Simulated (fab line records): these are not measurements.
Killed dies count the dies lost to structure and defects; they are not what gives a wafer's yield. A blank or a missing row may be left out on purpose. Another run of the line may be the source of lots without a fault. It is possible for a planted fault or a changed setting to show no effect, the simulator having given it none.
Split-lot experiment	flow n5 finfet	route with 1938 steps; 7 lots, 21 wafers read

## THE SPLIT ITSELF
At N5_BEOL_M14_ETCH_68 (etches SOC in N2/H2, time 450 s), the setting time s was moved away from the recipe's 450 s on 8 of the 21 wafers read, by -15.7% to +10.3%. This setting was run at the recipe's value on the other wafers.

The reading comes from the split's own step.

## THE READING
SiARC_of_BEOL_M14_COAT_66.thk nm (the simulator's own value, which no gauge read), in nm, at N5_BEOL_M14_ETCH_68 (etches SOC in N2/H2, time 450 s). There is no usual value for it anywhere in the file. Here, 13 wafers ran the recipe; their average is 65.0 nm with a standard deviation of 0.59 nm.

wafer	tool, chamber at the split	time s as run, s	against the recipe	SiARC_of_BEOL_M14_COAT_66.thk nm, nm	against lot-mates on the recipe
L076.1	rie diel-06, 0	450	recipe	64	-
L076.3	rie diel-06, 2	379.4	-15.7%	71.8	+7.5
L076.4	rie diel-06, 0	450	recipe	64.6	-
L075.1	rie diel-02, 2	450	recipe	66	-
L075.3	rie diel-02, 3	496.5	+10.3%	60.8	-5.2
L075.5	rie diel-02, 2	496.5	+10.3%	61.2	-4.8
L077.2	rie diel-02, 3	384.4	-14.6%	71.6	+5.6
L077.3	rie diel-02, 1	450	recipe	66	-
L077.6	rie diel-02, 1	384.4	-14.6%	72.2	+6.2
L079.4	rie diel-01, 0	450	recipe	65.4	-
L079.5	rie diel-01, 3	420.7	-6.5%	68.4	+3.2
L079.6	rie diel-01, 0	450	recipe	65	-
L080.1	rie diel-01, 0	450	recipe	64.4	-
L080.3	rie diel-01, 2	450	recipe	65.4	-
L080.4	rie diel-01, 1	450	recipe	65.4	-
L082.4	rie diel-02, 0	386.4	-14.1%	72.4	+8.0
L082.5	rie diel-02, 3	386.4	-14.1%	71.8	+7.4
L082.6	rie diel-02, 2	450	recipe	64.4	-
L088.2	rie diel-01, 1	450	recipe	64.6	-
L088.4	rie diel-01, 3	450	recipe	64.8	-
L088.5	rie diel-01, 1	450	recipe	64.8	-

FIT RESULTS
A straight line over all 21 wafers: SiARC_of_BEOL_M14_COAT_66.thk nm changes by -0.456 nm for each +1% of time s; r = -0.99; the points scatter about the line by 0.6 nm.
The same after taking each lot's own level away (the mean of its wafers on the recipe; 21 wafers): -0.476 nm for each +1%; r = -0.99; scatter 0.54 nm.
On that fit, the largest move of time s shifts the reading by 7.5 nm.
From 64.30 to 66.00 nm: that is the span of the lots' own levels, equal to 2.9 times the standard deviation above.
Consequently the slope shifts little with the lot-to-lot level, the two slopes agreeing.
Check: for one of the wafers moved furthest among these (-15.7%), held out of the fit, the line's prediction against its lot-mates is +7.46 nm. Against them it came out at +7.5 nm.

## OTHER SPLITS APPLIED TO THESE WAFERS
Other splits were also applied to these wafers ahead of the reading. Each is held against what the fit with the lots' levels taken away leaves over:
other split on the same wafers	wafers away from the commonest value	r with SiARC_of_BEOL_M14_COAT_66.thk nm (lot level and that fit taken away)
N5_BEOL_M11_COAT_22 spin rpm	4	+0.39
N5_BEOL_M12_COAT_04 spin rpm	9	-0.36
N5_BEOL_M12_SPUTTER_44 time s	4	-0.15
N5_BEOL_M14_PEB_26 peb temp c	5	-0.06
N5_BEOL_M14_DEVELOP_27 develop time s	3	+0.24

## THE FILE'S OWN FIT
SiARC_of_BEOL_M14_COAT_66.thk nm changes by -0.477 nm for each +1% of time s, r = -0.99.
